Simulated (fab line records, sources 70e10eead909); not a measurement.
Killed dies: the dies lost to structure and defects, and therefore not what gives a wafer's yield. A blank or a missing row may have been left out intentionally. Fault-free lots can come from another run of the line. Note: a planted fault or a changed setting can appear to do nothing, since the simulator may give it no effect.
fab line records	flow nand_harc
[record] lots = 12	wafers = 36	last_day = 24
route steps=1159 shown A_STAIRCASE@713 A_SGD_CUT@755 END@1159
lots that met no fault: from a run of the same line without faults
start_h: the number of hours between the record's first day and the start of the first shown wafer of the lot	wait_h: time in hours since the lot's previous step	" the same as in the row above	L1.1+2: a row that stands for several wafers	- either no value or no given start	* or withheld: withheld	< > ~ a bound
route shown NAME@n: a module of which the file shows steps, and the number in the route of the first	usual: mean and standard deviation over wafers with no fault	same: alike in all rows	chamber/n: place in a boat	sites: each site's reading	_std_site: the standard deviation of these	_edge_site: outer sites' mean less inner sites'	radius_mm: for every site, how far away it sits from the centre of the wafer	mask NAME#n: copy n	behind: the most recent tool/chamber to have shaped the wafer	hold: the reason the lot was held/the length of the hold in hours/how it ended	device: whichever transistor did not switch (one of n, p or np)	end of line: tests run on the same wafers once the route is complete	a step with no rows: only its recipe	killed: dies lost to structure and defects at the first sort, not the wafer's yield	map: a wafer's dies, x killed, . not, _ none there
set.NAME: setting as actually run; set.NAME@STEP: the setting as run at that earlier step	model.NAME: the simulator's own value behind a step, which no gauge read
one table for each step of the route and one row for each wafer, over a sample of lots
services: from which hour (start_h, from the record's first day; less than 0 if before it) a tool's chamber was out of use, for how many hours, and why
[[steps]]
[step NHARC_A_STAIRCASE_DEP_325]
[recipe] target_thk_a = 38000	temp_c = 400	target_thk_nm = 3800	teos_flow_sccm = 200	rf_w = 500	material = SiO2
[usual] heater_power_w = 632/95
lot.wafer	tool	chamber	start_h	wait_h	heater_power_w
L158.3	pecvd-02	0	306.36	0.1	646
L158.1	"	2	"	"	688
L158.6	"	0	"	"	551
L160.3	pecvd-03	0	306.58	0.3	660
L160.6	"	2	"	"	583
L160.5	"	0	"	"	601
L161.1	pecvd-02	2	307.03	0.7	684
L161.4	"	2	"	"	596
L161.5	"	0	"	"	558
L159.2	pecvd-02	2	311.54	0.1	649
L159.3	"	1	"	"	807
L159.4	"	0	"	"	555
L162.4	pecvd-03	2	311.82	0.4	574
L162.5	"	0	"	"	598
L162.6	"	1	"	"	507
L166.1	pecvd-04	1	347.70	0.4	852
L166.3	"	0	"	"	526
L166.5	"	0	"	"	467
L171.1	pecvd-02	1	368.29	0.3	858
L171.4	"	2	"	"	568
L171.5	"	0	"	"	531
L169.1	pecvd-02	1	374.13	0.2	771
L169.5	"	0	"	"	541
L169.6	"	1	"	"	723
L174.1	pecvd-02	2	386.05	0.2	633
L174.3	"	0	"	"	590
L174.6	"	0	"	"	549
L176.3	pecvd-03	2	404.91	0.5	707
L176.4	"	0	"	"	609
L176.6	"	2	"	"	586
L179.2	pecvd-03	2	414.81	0.2	643
L179.1	"	0	"	"	705
L179.5	"	1	"	"	495
L178.4	pecvd-02	0	415.01	0.4	550
L178.6	"	1	"	"	716
L178.5	"	2	"	"	580
[step NHARC_A_STAIRCASE_CMP_472]
[recipe] material = SiO2
[usual] edge_zone_pressure_frac = 1.000/0.0045	motor_current_A = 12.1/1.4
lot.wafer	tool	chamber	start_h	wait_h	edge_zone_pressure_frac	motor_current_A
L160.3	cmp-03	1	320.00	0.2	1.005	11.9
L160.6	"	0	"	"	1.004	10.6
L160.5	"	1	"	"	0.994	11.9
L158.1	cmp-04	2	320.04	0.2	0.989	13.5
L158.3	"	0	"	"	0.996	13.8
L158.6	"	3	"	"	1.001	11.7
L161.4	cmp-04	2	322.43	0.1	1.003	14.8
L161.1	"	3	"	"	0.999	11.4
L161.5	"	1	"	"	0.999	11.8
L159.2	cmp-03	3	324.61	0.3	1.001	16.0
L159.3	"	0	"	"	1.007	10.4
L159.4	"	1	"	"	1.000	11.7
L162.4	cmp-01	1	324.82	0.2	1.005	11.5
L162.5	"	2	"	"	1.000	10.2
L162.6	"	3	"	"	1.000	11.2
L166.1	cmp-03	1	360.55	0.3	0.994	11.5
L166.3	"	2	"	"	0.999	13.0
L166.5	"	1	"	"	0.990	11.3
L171.4	cmp-04	3	382.30	0.2	1.003	11.2
L171.1	"	0	"	"	1.000	13.5
L171.5	"	3	"	"	1.003	11.5
L169.1	cmp-04	2	386.80	0.2	1.000	14.2
L169.5	"	2	"	"	0.999	13.8
L169.6	"	3	"	"	1.002	11.9
L174.3	cmp-03	1	400.23	0.3	1.001	11.6
L174.1	"	2	"	"	1.003	12.6
L174.6	"	0	"	"	1.001	10.3
L176.4	cmp-01	3	417.71	0.2	1.004	10.7
L176.3	"	1	"	"	1.000	11.6
L176.6	"	3	"	"	1.004	11.1
L179.1	cmp-04	3	430.34	0.3	0.999	11.0
L179.2	"	0	"	"	0.996	12.7
L179.5	"	2	"	"	0.997	12.9
L178.4	cmp-03	2	430.81	0.2	0.997	12.2
L178.5	"	0	"	"	0.996	10.1
L178.6	"	1	"	"	1.004	12.1
[step NHARC_A_SGD_CUT_EXPOSE_06]
[recipe] na = 1.35	dose_mj = 85.59	mask_id = SGD
lot.wafer	tool	chamber	start_h	wait_h	mask
L160.3+5+6	arfi_scanner-01	0	320.97	-	SGD#0
L158.1+3+6	arfi_scanner-02	0	321.12	-	SGD#0
L161.1+4+5	arfi_scanner-03	0	323.40	-	SGD#0
L159.2+3+4	arfi_scanner-01	0	325.58	-	SGD#0
L162.4+5+6	arfi_scanner-02	0	325.76	-	SGD#0
L166.1+3+5	arfi_scanner-02	0	361.52	-	SGD#0
L171.1+4+5	arfi_scanner-02	0	383.27	-	SGD#0
L169.1+5+6	arfi_scanner-02	0	387.82	-	SGD#0
L174.1+3+6	arfi_scanner-01	0	401.25	-	SGD#0
L176.3+4+6	arfi_scanner-01	0	418.71	-	SGD#0
L179.1+2+5	arfi_scanner-03	0	431.48	-	SGD#0
L178.4+5+6	arfi_scanner-01	0	431.77	-	SGD#0
[step NHARC_A_SGD_CUT_OVL_MEAS_10]
[usual] overlay_x_nm = 0.0/0.83	overlay_y_nm = 0.1/0.8
lot.wafer	tool	chamber	start_h	wait_h	hold	overlay_x_nm	overlay_y_nm
L160.3	overlay-02	-	321.19	-	-	-0.3	-0.7
L160.5	"	-	"	"	-	0.4	0.3
L160.6	"	-	"	"	-	0.8	-0.3
L158.1	overlay-02	-	321.34	-	-	1.8	0.3
L158.3	"	-	"	"	-	2.0	0.0
L158.6	"	-	"	"	-	1.9	0.5
L161.1	overlay-01	-	323.62	-	-	0.3	0.9
L161.4	"	-	"	"	-	0.9	0.8
L161.5	"	-	"	"	-	-0.1	0.5
L159.2	overlay-02	-	325.80	-	-	-1.0	0.1
L159.3	"	-	"	"	-	-1.2	0.6
L159.4	"	-	"	"	-	-1.1	0.3
L162.4	overlay-02	-	325.98	-	-	-0.1	0.8
L162.5	"	-	"	"	-	-0.8	-0.1
L162.6	"	-	"	"	-	-0.5	0.7
L166.1	overlay-01	-	361.75	-	await_dispo/0.2h/release	6.2	-0.2
L166.3	"	-	"	"	await_dispo/0.2h/release	6.8	-0.1
L166.5	"	-	"	"	await_dispo/0.2h/release	6.1	-0.3
L166.1	overlay-01	-	361.92	0.2	-	5.6	0.1
L166.3	"	-	"	"	-	6.2	-0.4
L166.5	"	-	"	"	-	5.5	-0.2
L171.1	overlay-02	-	383.49	-	await_dispo/0.2h/release	5.5	-0.2
L171.4	"	-	"	"	await_dispo/0.2h/release	5.4	-0.4
L171.5	"	-	"	"	await_dispo/0.2h/release	5.2	0.0
L171.1	overlay-02	-	383.67	0.2	-	5.5	-0.3
L171.4	"	-	"	"	-	5.1	-0.1
L171.5	"	-	"	"	-	4.9	-0.2
L169.1	overlay-01	-	388.05	-	await_dispo/0.2h/release	6.1	-0.9
L169.5	"	-	"	"	await_dispo/0.2h/release	5.7	-0.7
L169.6	"	-	"	"	await_dispo/0.2h/release	5.8	-0.1
L169.1	overlay-01	-	388.22	0.2	-	6.0	-0.2
L169.5	"	-	"	"	-	5.7	-0.4
L169.6	"	-	"	"	-	6.4	-0.8
L174.1	overlay-02	-	401.48	-	-	1.0	0.7
L174.3	"	-	"	"	-	0.2	0.3
L174.6	"	-	"	"	-	0.7	-0.1
L176.3	overlay-02	-	418.93	-	-	0.4	-0.6
L176.4	"	-	"	"	-	0.5	-0.7
L176.6	"	-	"	"	-	0.0	-0.5
L179.1	overlay-02	-	431.70	-	-	0.1	2.2
L179.2	"	-	"	"	-	-0.7	2.0
L179.5	"	-	"	"	-	-0.6	1.9
L178.4	overlay-02	-	432.00	-	-	-1.2	-1.2
L178.5	"	-	"	"	-	-1.2	-0.8
L178.6	"	-	"	"	-	-1.6	-0.7
[step NHARC_A_SGD_CUT_ETCHBACK_24]
[recipe] target_depth_a = 500	over_etch_frac = 0.3	time_s = 92.857	ion_energy_ev = 120	ch3f_flow_sccm = 50	o2_flow_sccm = 30	ar_flow_sccm = 200	rf_w = 500	bias_w = 100	chemistry = CH3F/O2
[usual] chamber_pressure_mTorr = 24.996/0.023	drypump_motor_current_A = 5.9/0.36	oes_product_au = 0.96/0.035	rf_vpp_V = 244.2/1.8	showerhead_plenum_p_Torr = 2.45/0.12	throttle_valve_pct = 20.664/0.0099
lot.wafer	tool	chamber	start_h	wait_h	chamber_pressure_mTorr	drypump_motor_current_A	oes_product_au	rf_hours_counter_h	rf_vpp_V	showerhead_plenum_p_Torr	throttle_valve_pct
L160.3	rie_diel-13	1	328.92	0.2	25.028	6.2	0.93	3	245.7	2.63	20.662
L160.6	"	3	"	"	24.994	5.9	0.93	-	242.6	2.40	20.660
L160.5	"	0	"	"	25.022	6.0	0.91	-	243.0	2.28	20.656
L158.1	rie_diel-06	2	329.04	0.1	25.012	5.5	0.92	7	246.9	2.64	20.652
L158.3	"	3	"	"	25.020	5.8	0.93	7	242.2	2.40	20.695
L158.6	"	3	"	"	25.036	5.8	0.92	-	243.8	2.40	20.668
L161.1	rie_diel-13	0	329.06	0.2	24.977	6.0	0.98	3	241.6	2.28	20.662
L161.4	"	2	"	"	25.008	6.4	0.98	3	240.7	2.31	20.659
L161.5	"	0	"	"	24.980	6.0	0.98	-	241.3	2.28	20.663
L159.3	rie_diel-06	2	332.06	0.1	24.970	5.5	0.92	7	245.8	2.64	20.657
L159.2	"	0	"	"	24.990	6.1	0.92	5	245.5	2.59	20.649
L159.4	"	1	"	"	25.008	6.1	0.91	5	242.1	2.36	20.664
L162.4	rie_diel-13	1	332.11	0.2	24.985	6.2	1.00	3	246.5	2.63	20.661
L162.6	"	2	"	"	25.018	6.4	0.98	-	241.8	2.31	20.654
L162.5	"	3	"	"	24.993	5.9	1.01	-	243.8	2.40	20.673
L166.1	rie_diel-03	0	368.92	0.2	25.021	5.9	1.00	20	245.1	2.54	20.666
L166.3	"	1	"	"	24.856	5.0	1.01	8	243.3	2.44	20.669
L166.5	"	3	"	"	25.060	5.6	1.00	-	245.2	2.42	20.678
L171.1	rie_diel-13	0	392.80	0.2	24.960	6.0	0.99	8	243.7	2.28	20.684
L171.4	"	1	"	"	25.002	6.2	1.00	8	248.1	2.63	20.684
L171.5	"	0	"	"	24.978	6.0	1.00	-	243.0	2.28	20.660
L169.1	rie_diel-06	1	400.93	0.2	25.027	6.1	0.99	11	243.4	2.35	20.674
L169.5	"	0	"	"	24.971	6.2	1.01	-	245.9	2.59	20.668
L169.6	"	1	"	"	25.014	6.1	0.99	-	243.2	2.35	20.682
L174.3	rie_diel-03	3	409.49	0.1	24.994	5.6	0.93	1	245.0	2.42	20.646
L174.1	"	2	"	"	24.986	5.6	0.90	1	244.6	2.52	20.663
L174.6	"	0	"	"	24.964	5.8	0.94	-	246.2	2.54	20.665
L176.4	rie_diel-13	3	429.51	0.1	25.044	5.9	1.00	12	243.6	2.40	20.653
L176.3	"	2	"	"	24.969	6.4	1.00	11	242.9	2.31	20.653
L176.6	"	0	"	"	24.994	6.0	1.00	-	241.0	2.28	20.664
L179.2	rie_diel-06	3	438.51	0.1	24.940	5.8	0.95	1	244.6	2.40	20.658
L179.1	"	2	"	"	25.000	5.5	0.93	1	247.4	2.64	20.671
L179.5	"	0	"	"	24.997	6.2	0.95	-	247.8	2.58	20.670
L178.4	rie_diel-13	1	438.58	0.2	24.964	6.2	0.93	12	246.9	2.62	20.668
L178.6	"	0	"	"	24.986	6.0	0.93	-	241.4	2.28	20.655
L178.5	"	1	"	"	24.993	6.2	0.93	-	245.9	2.62	20.651
[step NHARC_END_SORT_01]
[recipe] temp_c = 25
[usual] killed_at_array = 29/10	killed_at_other = 0.7/1	killed_at_periphery = 3.7/2.6	killed_dies = 33/10	killed_open = 3.4/1.8	killed_short = 1.8/1.3
[same] gross_dies = 677
lot.wafer	tool	chamber	start_h	wait_h	killed_at_array	killed_at_other	killed_at_periphery	killed_dies	killed_open	killed_short
L169.1	prober-01	0	531.80	2.5	41	0	2	43	4	3
L169.5	prober-01	0	535.03	3.7	41	1	3	45	3	0
L169.6	prober-01	0	535.84	4.0	32	0	7	39	3	1
// killed by level:class
L169.1 A_CHANNEL_HOLE_D1:chamber_film_flake=25 A_STAIRCASE:chamber_film_flake=6 A_CONTACT:chamber_film_flake=3 A_ONON_D1:geometric_particle:short=2 A_M0:geometric_particle:open=2 P_CONTACT:geometric_particle:open=1 A_CHANNEL_HOLE_D1:geometric_particle:short=1 A_BLC:geometric_particle:open=1
L169.5 A_CHANNEL_HOLE_D1:chamber_film_flake=18 A_STAIRCASE:chamber_film_flake=11 A_CONTACT:chamber_film_flake=7 A_BLC:chamber_film_flake=2 P_M0:geometric_particle:open=1 A_M0:geometric_particle:open=1 THIN_TSV:geometric_particle:open=1 P_ZERO_WELL:chamber_film_flake=1
L169.6 A_STAIRCASE:chamber_film_flake=11 A_CHANNEL_HOLE_D1:chamber_film_flake=9 A_CONTACT:chamber_film_flake=5 P_ZERO_WELL:chamber_film_flake=4 P_GATE:chamber_film_flake=2 A_CHANNEL_FILL_D1:geometric_particle:open=1 A_SLIT:geometric_particle:open=1 A_M0:geometric_particle:open=1
[[services]]
tool	chamber	start_h	hours	kind
rie_diel-03	3	288.14	4.7	repair
rie_diel-06	0	290.54	25.6	repair
pecvd-03	-	292.64	13.0	pm
cmp-04	-	301.00	4.0	pm
arfi_scanner-03	-	303.42	0.5	repair
cmp-04	-	308.25	0.3	repair
arfi_scanner-03	-	312.00	4.0	pm
cmp-03	-	324.80	0.5	repair
pecvd-02	-	334.21	13.0	pm
arfi_scanner-01	-	337.07	5.1	repair
cmp-04	-	338.93	0.7	repair
pecvd-03	-	349.34	0.9	repair
cmp-03	-	352.00	4.0	pm
cmp-03	-	363.68	2.0	repair
arfi_scanner-01	-	368.00	4.0	pm
arfi_scanner-02	-	378.33	0.5	repair
cmp-03	-	378.68	0.8	repair
cmp-04	-	399.00	4.0	pm
pecvd-03	1	415.32	4.3	repair
rie_diel-06	-	418.39	9.0	pm
cmp-04	-	418.75	4.6	repair
arfi_scanner-02	-	420.67	1.5	repair
arfi_scanner-02	-	428.01	4.0	pm
cmp-04	-	433.61	2.1	repair
[[key]]
[first_sign] step = NHARC_A_SGD_CUT_OVL_MEAS_10	reading = visit	direction = added
[effect] step = NHARC_A_SGD_CUT_OVL_MEAS_10	reading = overlay_x_nm	direction = up	sigmas = 7.1	usual = 0.0	struck = 5.9
met_at NHARC_A_SGD_CUT_EXPOSE_06
struck_lots L166,L169,L171
tester_left_out L166,L169,L171
not_acting_at NHARC_A_STAIRCASE_DEP_325,NHARC_A_STAIRCASE_CMP_472,NHARC_A_SGD_CUT_ETCHBACK_24
onset_between 325.76 361.52
[fault] kind = scanner_matching_overlay	tool = arfi_scanner-02	chamber = -	onset_h = 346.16	steps = NHARC_A_SGD_CUT_EXPOSE_06	offset = 5.7492
// tester_left_out: of these lots the tester's yield and bins aren't shown, on N5 and GAA mostly nor the transistor test; their killed dies are dies lost to structure and defects alone, not to doping, threshold or leakage, so they don't give the yield
